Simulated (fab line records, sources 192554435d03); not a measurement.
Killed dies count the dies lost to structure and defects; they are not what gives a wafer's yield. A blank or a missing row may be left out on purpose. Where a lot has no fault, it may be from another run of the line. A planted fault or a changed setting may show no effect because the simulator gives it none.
The same fault as seen by 2 desks + flow n5Finfet + every desk sees just its own numbers, and what lay behind them comes last

## METROLOGY DESK
Means of the sampled wafers that have a number, per lot and without regard to the tool the lot ran on: this is what the gauges read. Any lot whose mean is over 4 standard deviations away from the usual mean is out of limits and marked OUT; that distance is given in the brackets. Of its 10 readings 7 are shown: those that lie furthest out on some lot.
Columns: A = DIBL_N at N5_BEOL_M4_RC_MEAS_101, usual 36.0 mV/V; B = DIBL_P at N5_BEOL_M4_RC_MEAS_101, usual 36.2 mV/V; C = IOFF_N at N5_BEOL_M4_RC_MEAS_101, usual 0.16 nA/um; D = IOFF_P at N5_BEOL_M4_RC_MEAS_101, usual 0.21 nA/um; E = ION_P at N5_BEOL_M4_RC_MEAS_101, usual 461 uA/um; F = SS_N at N5_BEOL_M4_RC_MEAS_101, usual 71.4 mV/dec; G = SS_P at N5_BEOL_M4_RC_MEAS_101, usual 73.2 mV/dec
| lot  | first seen here | A    | B    | C    | D    | E   | F    | G    |
|------|-----------------|------|------|------|------|-----|------|------|
| L932 | day 9 10:32     | 38.9 | 37.5 | 0.20 | 0.23 | 458 | 72.2 | 73.8 |
| L930 | day 9 13:01     | 35.0 | 35.5 | 0.15 | 0.19 | 458 | 71.1 | 73.6 |
| L931 | day 9 15:42     | 32.6 | 33.6 | 0.12 | 0.17 | 462 | 70.6 | 72.2 |
| L935 | day 10 20:53    | 35.9 | 37.6 | 0.16 | 0.23 | 463 | 71.7 | 73.7 |
| L938 | day 11 00:42    | 38.2 | 38.9 | 0.20 | 0.23 | 460 | 71.9 | 73.7 |
| L943 | day 12 06:52    | 36.7 | 36.5 | 0.17 | 0.22 | 465 | 71.7 | 73.4 |
| L942 | day 12 07:36    | 39.1 | 39.1 | 0.20 | 0.25 | 464 | 72.0 | 73.9 |
| L941 | day 12 09:06    | 33.9 | 35.5 | 0.14 | 0.19 | 456 | 71.4 | 73.1 |
| L953 | day 15 05:06    | 36.6 | 36.4 | 0.16 | 0.22 | 468 | 71.3 | 73.1 |
This desk found nothing out of limits on any of the 9 lots.

## FOR THE TOOL OWNER'S DESK: rieDiel-04
The tool's own readings at N5_BEOL_M4_ETCH_77 (etches underlayer in N2/H2, target depth 6.5 nm, time 5.2 s): means of the sampled wafers that have a number, for each lot that ran on this tool. Any lot whose mean is over 4 standard deviations away from the usual mean is out of limits and marked OUT; that distance is given in the brackets.
Columns: A = drypumpMotorCurrentA at N5_BEOL_M4_ETCH_77, usual 5.6 A; B = etchRfOnTimeS at N5_BEOL_M4_ETCH_77, usual 5.19 s; C = oesProductAu at N5_BEOL_M4_ETCH_77, usual 0.68 a.u.; D = rfVppV at N5_BEOL_M4_ETCH_77, usual 524.0 V; E = showerheadPlenumPTorr at N5_BEOL_M4_ETCH_77, usual 2.54 Torr; F = throttleValvePct at N5_BEOL_M4_ETCH_77, usual 17.78 %
| lot  | first seen here | A   | B               | C    | D     | E    | F     |
|------|-----------------|-----|-----------------|------|-------|------|-------|
| L930 | day 8 08:37     | 6.1 | 5.29            | 0.60 | 523.8 | 2.52 | 17.82 |
| L932 | day 9 02:55     | 5.3 | 5.21            | 0.65 | 523.5 | 2.49 | 17.75 |
| L935 | day 10 00:37    | 5.4 | 5.20            | 0.66 | 520.4 | 2.43 | 17.64 |
| L943 | day 11 17:54    | 6.2 | 5.27            | 0.60 | 523.5 | 2.48 | 18.19 |
| L953 | day 14 01:46    | 5.8 | 5.70 (+5.1) OUT | 0.67 | 521.3 | 2.45 | 17.81 |
This desk's finding: out of limits on L953; first on L953, day 14 01:46 (etchRfOnTimeS at N5_BEOL_M4_ETCH_77). L930, L932, L935, L943 stayed within limits.

## BROUGHT TOGETHER
The tool owner's desk had the chance to raise an alarm at day 14 01:46 on L953.
Nothing out of limits was seen by the metrology desk.
The metrology desk holds a record of L953, inside its limits.
Of the lots named, all ran N5_BEOL_M4_ETCH_77 on rieDiel-04.

## WHAT HAD BEEN PUT IN BY THE SIMULATOR
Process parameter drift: rieDiel-04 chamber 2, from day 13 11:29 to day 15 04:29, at N5_BEOL_M4_ETCH_77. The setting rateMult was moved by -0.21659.
Lots struck among those shown: L953.
How many hours passed from the start of the fault until each desk's first out-of-limits reading: the tool owner's desk, 14.
